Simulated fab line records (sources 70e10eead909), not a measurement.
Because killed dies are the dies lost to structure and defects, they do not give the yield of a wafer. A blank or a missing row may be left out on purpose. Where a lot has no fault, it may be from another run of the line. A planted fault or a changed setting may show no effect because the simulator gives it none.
The tool behind it: which one?	flow nand_harc	63 wafers from 21 lots sampled at 6 of the route's 1302 steps

## WHAT EACH GAUGE READ, for each wafer
The record holds no reading of a measuring or inspecting step that can be judged against a usual standard deviation.

## WHICH TOOL RAN EACH LOT (tool, then ch and the chambers of the sampled wafers, then the start)
lot	NHARC_A_STAIRCASE_ETCH_253	NHARC_A_STAIRCASE_STRIP_254	NHARC_A_STAIRCASE_STRIP_274	NHARC_A_STAIRCASE_ETCH_292	NHARC_A_STAIRCASE_DESCUM_312	NHARC_A_STAIRCASE_STRIP_476
L074	rie_diel-11 ch 0,1, day 16 10:14	plasma_asher-02 ch 0,1, day 16 10:19	rie_diel-07 ch 1,3, day 17 06:25 or earlier	rie_diel-11 ch 0,1,3, day 17 06:25	rie_diel-06 ch 0,1,2, day 17 12:25	rie_diel-11 ch 1,3, day 17 16:44
L075	rie_diel-06 ch 0,3, day 16 19:23	plasma_asher-02 ch 1, day 16 19:32	rie_diel-07 ch 2,3, day 17 08:08 or earlier	rie_diel-06 ch 0,2, day 17 08:08	rie_diel-11 ch 1,2,3, day 17 16:13	rie_diel-11 ch 0,1,2, day 17 21:02
L077	rie_diel-06 ch 1,2, day 16 21:18	plasma_asher-01 ch 0,1, day 16 21:23	rie_diel-07 ch 1,2, day 17 15:53 or earlier	rie_diel-11 ch 0,2,3, day 17 15:53	rie_diel-07 ch 0,2,3, day 17 21:19	rie_diel-07 ch 1,2, day 18 01:19
L076	rie_diel-07 ch 1,3, day 17 01:53	plasma_asher-02 ch 0,1, day 17 02:01	rie_diel-07 ch 1,2, day 17 17:41 or earlier	rie_diel-07 ch 0,1,3, day 17 17:41	rie_diel-07 ch 1,2, day 17 23:12	rie_diel-11 ch 1,2,3, day 18 03:14
L078	rie_diel-06 ch 0,1,3, day 18 04:01	plasma_asher-01 ch 0,1, day 18 04:05	rie_diel-07 ch 0,1,2, day 18 14:02 or earlier	rie_diel-11 ch 2,3, day 18 14:02	rie_diel-07 ch 1,2, day 18 18:54	rie_diel-07 ch 1,2,3, day 18 22:56
L079	rie_diel-11 ch 1,2, day 18 16:46	plasma_asher-02 ch 0,1, day 18 16:58	rie_diel-11 ch 0,3, day 19 02:40 or earlier	rie_diel-06 ch 1,2,3, day 19 02:40	rie_diel-11 ch 0,3, day 19 12:25	rie_diel-11 ch 1,3, day 19 16:51
L081	rie_diel-06 ch 1,2,3, day 19 07:01	plasma_asher-02 ch 1, day 19 07:10	rie_diel-07 ch 0,1, day 19 21:08 or earlier	rie_diel-06 ch 0,2,3, day 19 21:08	rie_diel-07 ch 0,1,3, day 20 03:56	rie_diel-11 ch 1,2,3, day 20 08:11
L080	rie_diel-06 ch 1,3, day 19 15:14	plasma_asher-02 ch 0,1, day 19 15:19	rie_diel-11 ch 0,3, day 20 01:27 or earlier	rie_diel-11 ch 1,3, day 20 01:27	rie_diel-07 ch 0,1,3, day 20 09:34	rie_diel-06 ch 0,1, day 20 17:45
L082	rie_diel-11 ch 0,1,3, day 20 01:17	plasma_asher-02 ch 0,1, day 20 01:22	rie_diel-06 ch 0,1,3, day 20 17:11 or earlier	rie_diel-11 ch 1,2,3, day 20 17:11	rie_diel-11 ch 0,1,3, day 21 00:14	rie_diel-11 ch 0,3, day 21 04:52
L084	rie_diel-11 ch 0,1, day 20 09:03	plasma_asher-02 ch 0, day 20 09:11	rie_diel-11 ch 1,2,3, day 20 23:37 or earlier	rie_diel-06 ch 0,1,2, day 20 23:37	rie_diel-11 ch 1,2,3, day 21 05:22	rie_diel-07 ch 0,1,3, day 21 09:35
L083	rie_diel-07 ch 0,1, day 20 09:39	plasma_asher-02 ch 0,1, day 20 09:44	rie_diel-06 ch 0,2,3, day 21 00:17 or earlier	rie_diel-11 ch 0,2,3, day 21 00:17	rie_diel-07 ch 0,2,3, day 21 05:25	rie_diel-11 ch 0,1,2, day 21 09:52
L086	rie_diel-06 ch 0,1,2, day 21 14:40	plasma_asher-02 ch 0,1, day 21 14:50	rie_diel-07 ch 1,2, day 22 04:26 or earlier	rie_diel-07 ch 0,3, day 22 04:26	rie_diel-11 ch 0,1,2, day 22 12:53	rie_diel-07 ch 0,1,2, day 22 17:04
L087	rie_diel-07 ch 1,2, day 21 15:53	plasma_asher-02 ch 0,1, day 21 15:58	rie_diel-11 ch 0,2,3, day 22 06:38 or earlier	rie_diel-07 ch 0,2,3, day 22 06:38	rie_diel-07 ch 0,1,2, day 22 13:27	rie_diel-06 ch 0,2,3, day 22 17:37
L088	rie_diel-07 ch 1,3, day 21 19:53	plasma_asher-02 ch 0,1, day 21 19:59	rie_diel-06 ch 0,1,2, day 22 10:34 or earlier	rie_diel-11 ch 1,2,3, day 22 10:34	rie_diel-11 ch 0,3, day 22 16:09	rie_diel-11 ch 1,3, day 22 20:35
L089	rie_diel-07 ch 0,2, day 21 20:43	plasma_asher-01 ch 0,1, day 21 20:48	rie_diel-11 ch 1,2,3, day 22 11:53 or earlier	rie_diel-06 ch 2,3, day 22 11:53	rie_diel-06 ch 0,1,2, day 22 18:02	rie_diel-11 ch 0,1, day 23 08:00
L093	rie_diel-06 ch 0,1, day 23 14:32	plasma_asher-02 ch 0, day 23 14:40	rie_diel-11 ch 0,1,3, day 24 09:41 or earlier	rie_diel-07 ch 0,1,2, day 24 09:41	rie_diel-11 ch 0,1,2, day 24 14:39	rie_diel-06 ch 0,2,3, day 24 18:41
L092	rie_diel-07 ch 0,1,3, day 23 14:49	plasma_asher-01 ch 0,1, day 23 14:54	rie_diel-07 ch 0,1,3, day 24 10:05 or earlier	rie_diel-06 ch 0,1,3, day 24 10:05	rie_diel-07 ch 1,2,3, day 24 16:35	rie_diel-11 ch 0,1,3, day 24 20:36
L091	rie_diel-07 ch 0,3, day 23 15:49	plasma_asher-02 ch 0,1, day 23 15:57	rie_diel-07 ch 1,2, day 24 10:14 or earlier	rie_diel-11 ch 0,1, day 24 10:14	rie_diel-11 ch 2,3, day 24 17:54	rie_diel-07 ch 0,1,2, day 24 21:56
L094	rie_diel-06 ch 0,2,3, day 24 06:05	plasma_asher-01 ch 0,1, day 24 06:13	rie_diel-07 ch 0,2, day 24 18:19 or earlier	rie_diel-07 ch 0,2, day 24 18:19	rie_diel-11 ch 1,2, day 25 00:35	rie_diel-11 ch 0,2,3, day 25 04:47
L096	rie_diel-07 ch 1,2,3, day 25 07:24	plasma_asher-02 ch 0,1, day 25 07:29	rie_diel-06 ch 1,2,3, day 25 20:59 or earlier	rie_diel-07 ch 2,3, day 25 20:59	rie_diel-11 ch 1,2,3, day 26 04:30	rie_diel-06 ch 1,2, day 26 09:42
L097	rie_diel-11 ch 0,1,3, day 25 18:53	plasma_asher-02 ch 0,1, day 25 19:02	rie_diel-11 ch 0,1,3, day 26 09:37 or earlier	rie_diel-11 ch 1,2,3, day 26 09:37	rie_diel-06 ch 0,2,3, day 26 15:42	rie_diel-06 ch 0,1,2, day 26 20:23
- NHARC_A_STAIRCASE_ETCH_253: etches the open film in C4F8/O2, target depth 50 nm, time 20.2 s.
- NHARC_A_STAIRCASE_STRIP_254: strips in O2.
- NHARC_A_STAIRCASE_STRIP_274: strips in O2.
- NHARC_A_STAIRCASE_ETCH_292: etches the open film in CF4/CHF3.
- NHARC_A_STAIRCASE_DESCUM_312: chemistry O2, time 3 s.
- NHARC_A_STAIRCASE_STRIP_476: strips in O2, time 20 s.

## AS READ BY THE TOOLS THEMSELVES (means over the sampled wafers that have a number; for cases with no such wafer, the mark the record gives instead)
NHARC_A_STAIRCASE_ETCH_253. Usual: oes_product_au 0.956 a.u., standard deviation 0.019; rf_vpp_V 896 V, standard deviation 5.8.
lot	tool	oes_product_au (a.u.)	rf_vpp_V (V)	flag
L074	rie_diel-11	0.952	892	
L075	rie_diel-06	0.943	897	
L077	rie_diel-06	0.970	896	
L076	rie_diel-07	0.976	890	
L078	rie_diel-06	0.972	895	
L079	rie_diel-11	0.969	899	
L081	rie_diel-06	0.926	895	
L080	rie_diel-06	0.955	894	
L082	rie_diel-11	0.967	901	
L084	rie_diel-11	0.949	905	
L083	rie_diel-07	0.942	889	
L086	rie_diel-06	0.961	895	
L087	rie_diel-07	0.963	897	
L088	rie_diel-07	0.958	891	
L089	rie_diel-07	0.952	893	
L093	rie_diel-06	0.922	894	
L092	rie_diel-07	0.966	890	
L091	rie_diel-07	0.959	890	
L094	rie_diel-06	0.946	895	
L096	rie_diel-07	0.970	894	
L097	rie_diel-11	0.959	900	

NHARC_A_STAIRCASE_STRIP_254. Usual: drypump_motor_current_A 5.6 A, standard deviation 0.4; heater_power_w 302 W, standard deviation 16.
lot	tool	drypump_motor_current_A (A)	heater_power_w (W)	flag
L074	plasma_asher-02	5.4	307	
L075	plasma_asher-02	5.2	302	
L077	plasma_asher-01	6.1	284	
L076	plasma_asher-02	5.4	310	
L078	plasma_asher-01	6.2	292	
L079	plasma_asher-02	5.4	310	
L081	plasma_asher-02	5.2	295	
L080	plasma_asher-02	5.4	313	
L082	plasma_asher-02	5.3	295	
L084	plasma_asher-02	5.5	316	
L083	plasma_asher-02	5.4	313	
L086	plasma_asher-02	5.4	311	
L087	plasma_asher-02	5.3	306	
L088	plasma_asher-02	5.3	303	
L089	plasma_asher-01	6.3	294	
L093	plasma_asher-02	5.5	319	
L092	plasma_asher-01	6.3	291	
L091	plasma_asher-02	5.3	301	
L094	plasma_asher-01	6.0	281	
L096	plasma_asher-02	5.4	309	
L097	plasma_asher-02	5.4	310	

NHARC_A_STAIRCASE_STRIP_274. Usual: drypump_motor_current_A 6.0 A, standard deviation 0.4; mfc_ar_sccm 0.003 sccm, standard deviation 0.005; oes_product_au 1.000 a.u., standard deviation 0.0088; rf_vpp_V 57.8 V, standard deviation 0.99; showerhead_plenum_p_Torr 3.53 Torr, standard deviation 0.17; throttle_valve_pct 17.035 %, standard deviation 0.0084.
lot	tool	drypump_motor_current_A (A)	mfc_ar_sccm (sccm)	oes_product_au (a.u.)	rf_vpp_V (V)	showerhead_plenum_p_Torr (Torr)	throttle_valve_pct (%)	flag
L074	rie_diel-07	5.9	0.004	1.012	57.8	3.41	17.030	
L075	rie_diel-07	5.7	0.000	1.003	58.5	3.64	17.040	
L077	rie_diel-07	6.0	0.004	1.007	57.7	3.59	17.027	
L076	rie_diel-07	6.0	0.004	0.998	57.6	3.59	17.041	
L078	rie_diel-07	6.2	0.004	0.997	57.5	3.47	17.031	
L079	rie_diel-11	6.2	0.005	0.983	57.9	3.64	17.036	
L081	rie_diel-07	6.5	0.008	1.009	56.9	3.33	17.029	
L080	rie_diel-11	6.0	0.002	1.005	58.5	3.54	17.024	
L082	rie_diel-06	6.1	0.000	0.996	58.2	3.51	17.037	
L084	rie_diel-11	5.8	0.005	1.003	58.2	3.67	17.035	
L083	rie_diel-06	5.7	0.000	0.994	57.9	3.52	17.039	
L086	rie_diel-07	6.3	0.008	1.009	57.4	3.44	17.022	
L087	rie_diel-11	5.9	0.007	0.998	57.8	3.64	17.039	
L088	rie_diel-06	5.8	0.000	0.994	57.5	3.51	17.041	
L089	rie_diel-11	5.9	0.005	0.999	58.4	3.67	17.030	
L093	rie_diel-11	6.1	0.002	1.002	58.0	3.64	17.035	
L092	rie_diel-07	6.1	0.004	1.003	57.4	3.35	17.031	
L091	rie_diel-07	6.4	0.008	1.003	57.0	3.43	17.039	
L094	rie_diel-07	6.0	0.000	1.006	57.9	3.46	17.036	
L096	rie_diel-06	5.7	0.000	0.997	57.4	3.47	17.041	
L097	rie_diel-11	6.1	0.002	0.998	58.2	3.64	17.045	

NHARC_A_STAIRCASE_ETCH_292. Usual: drypump_motor_current_A 5.9 A, standard deviation 0.39; mfc_ar_sccm 0.003 sccm, standard deviation 0.0049; oes_product_au 0.935 a.u., standard deviation 0.02; rf_vpp_V 370.7 V, standard deviation 2.5; showerhead_plenum_p_Torr 1.58 Torr, standard deviation 0.072; throttle_valve_pct 16.801 %, standard deviation 0.0089.
lot	tool	drypump_motor_current_A (A)	mfc_ar_sccm (sccm)	oes_product_au (a.u.)	rf_vpp_V (V)	showerhead_plenum_p_Torr (Torr)	throttle_valve_pct (%)	flag
L074	rie_diel-11	6.0	0.002	0.931	369.6	1.56	16.805	
L075	rie_diel-06	5.7	0.000	0.919	370.8	1.58	16.799	
L077	rie_diel-11	5.8	0.007	0.926	371.9	1.63	16.796	
L076	rie_diel-07	6.1	0.004	0.931	368.7	1.51	16.799	
L078	rie_diel-11	5.6	0.009	0.936	372.3	1.63	16.803	
L079	rie_diel-06	5.7	0.000	0.955	369.6	1.56	16.799	
L081	rie_diel-06	5.7	0.000	0.945	370.2	1.57	16.801	
L080	rie_diel-11	6.0	0.000	0.926	372.6	1.65	16.801	
L082	rie_diel-11	5.8	0.005	0.941	373.1	1.64	16.799	
L084	rie_diel-06	5.8	0.000	0.921	370.2	1.57	16.800	
L083	rie_diel-11	5.9	0.007	0.944	372.3	1.63	16.807	
L086	rie_diel-07	5.8	0.000	0.926	368.3	1.52	16.796	
L087	rie_diel-07	5.8	0.000	0.920	370.5	1.56	16.808	
L088	rie_diel-11	5.8	0.005	0.971	373.4	1.63	16.795	
L089	rie_diel-06	5.3	0.000	0.966	370.8	1.56	16.800	
L093	rie_diel-07	6.2	0.004	0.928	369.3	1.54	16.803	
L092	rie_diel-06	6.1	0.000	0.913	369.8	1.56	16.796	
L091	rie_diel-11	6.2	0.005	0.973	373.4	1.67	16.795	
L094	rie_diel-07	5.8	0.000	0.931	371.1	1.60	16.803	
L096	rie_diel-07	5.7	0.000	0.966	372.0	1.61	16.799	
L097	rie_diel-11	5.8	0.005	0.925	372.0	1.63	16.801	

NHARC_A_STAIRCASE_DESCUM_312. Usual: drypump_motor_current_A 6.0 A, standard deviation 0.39; mfc_ar_sccm 0.003 sccm, standard deviation 0.0052; oes_product_au 1.000 a.u., standard deviation 0.0091; rf_vpp_V 57.9 V, standard deviation 0.95; showerhead_plenum_p_Torr 1.93 Torr, standard deviation 0.098; throttle_valve_pct 11.311 %, standard deviation 0.0091.
lot	tool	drypump_motor_current_A (A)	mfc_ar_sccm (sccm)	oes_product_au (a.u.)	rf_vpp_V (V)	showerhead_plenum_p_Torr (Torr)	throttle_valve_pct (%)	flag
L074	rie_diel-06	5.8	0.000	0.998	57.7	1.91	11.308	
L075	rie_diel-11	5.8	0.005	1.010	58.5	1.90	11.316	
L077	rie_diel-07	5.8	0.000	0.996	57.6	1.90	11.309	
L076	rie_diel-07	6.3	0.008	0.998	58.0	1.88	11.321	
L078	rie_diel-07	6.3	0.008	1.010	58.3	1.87	11.318	
L079	rie_diel-11	6.0	0.002	1.006	57.5	1.92	11.310	
L081	rie_diel-07	6.2	0.004	1.004	56.7	1.82	11.314	
L080	rie_diel-07	6.2	0.004	1.001	56.5	1.82	11.315	
L082	rie_diel-11	6.0	0.002	0.998	58.3	1.99	11.309	
L084	rie_diel-11	5.8	0.005	1.007	58.8	1.99	11.303	
L083	rie_diel-07	5.8	0.000	1.002	57.5	1.90	11.309	
L086	rie_diel-11	5.9	0.007	0.996	58.9	2.05	11.313	
L087	rie_diel-07	6.2	0.004	1.007	57.2	1.87	11.319	
L088	rie_diel-11	5.9	0.002	1.003	58.1	1.91	11.315	
L089	rie_diel-06	5.7	0.000	0.999	57.2	1.90	11.302	
L093	rie_diel-11	5.9	0.007	1.000	58.9	2.04	11.320	
L092	rie_diel-07	6.0	0.004	1.000	57.6	1.88	11.301	
L091	rie_diel-11	5.8	0.005	0.999	58.0	1.92	11.302	
L094	rie_diel-11	5.9	0.005	0.998	59.0	2.05	11.308	
L096	rie_diel-11	5.8	0.005	1.003	58.1	1.98	11.309	
L097	rie_diel-06	5.7	0.000	1.001	57.7	1.89	11.311	

NHARC_A_STAIRCASE_STRIP_476. Usual: drypump_motor_current_A 5.9 A, standard deviation 0.38; mfc_ar_sccm 0.004 sccm, standard deviation 0.0055; oes_product_au 0.999 a.u., standard deviation 0.0086; rf_vpp_V 57.9 V, standard deviation 0.93; showerhead_plenum_p_Torr 3.57 Torr, standard deviation 0.17; throttle_valve_pct 17.038 %, standard deviation 0.009.
lot	tool	drypump_motor_current_A (A)	mfc_ar_sccm (sccm)	oes_product_au (a.u.)	rf_vpp_V (V)	showerhead_plenum_p_Torr (Torr)	throttle_valve_pct (%)	flag
L074	rie_diel-11	6.0	0.000	1.004	57.0	3.34	17.029	
L075	rie_diel-11	6.0	0.007	1.004	57.2	3.60	17.041	
L077	rie_diel-07	6.0	0.004	1.003	58.8	3.59	17.043	
L076	rie_diel-11	5.8	0.005	1.003	58.2	3.50	17.047	
L078	rie_diel-07	6.0	0.004	1.000	57.8	3.49	17.047	
L079	rie_diel-11	6.0	0.000	1.006	57.9	3.57	17.038	
L081	rie_diel-11	5.8	0.005	1.006	57.9	3.67	17.033	
L080	rie_diel-06	6.2	0.000	0.994	56.8	3.50	17.043	
L082	rie_diel-11	6.1	0.005	0.997	56.9	3.63	17.033	
L084	rie_diel-07	6.2	0.004	0.999	56.7	3.36	17.030	
L083	rie_diel-11	5.9	0.007	0.988	58.5	3.76	17.039	
L086	rie_diel-07	6.2	0.004	1.015	57.1	3.45	17.038	
L087	rie_diel-06	5.7	0.000	0.998	58.4	3.51	17.047	
L088	rie_diel-11	6.0	0.000	0.999	58.9	3.67	17.040	
L089	rie_diel-11	6.2	0.002	0.996	58.3	3.77	17.028	
L093	rie_diel-06	5.7	0.000	0.997	57.7	3.50	17.037	
L092	rie_diel-11	6.1	0.002	0.990	57.2	3.64	17.040	
L091	rie_diel-07	6.2	0.004	1.005	58.2	3.44	17.032	
L094	rie_diel-11	5.9	0.007	0.997	57.9	3.63	17.037	
L096	rie_diel-06	5.8	0.000	0.996	57.5	3.45	17.040	
L097	rie_diel-06	5.8	0.000	0.993	57.7	3.48	17.030	

## THE ANSWER, worked out from the rows above alone
Rule: a lot is off if the mean of its wafers that have a number lies more than 3 standard deviations from the usual mean. A lot without any number at a reading at which 4 lots or more have one is off too. The other lots that the step has rows for count as sound. After the gauges, taken in route order, come the tools' own readings; for these a lot's mean is taken, as printed above. The first step at which some lot is off is used, and at that step the reading that is off furthest; a lot without a number counts as furthest.
None of the lots is off at any reading shown; this tells nothing.

## WHAT HAD BEEN PUT IN BY THE SIMULATOR
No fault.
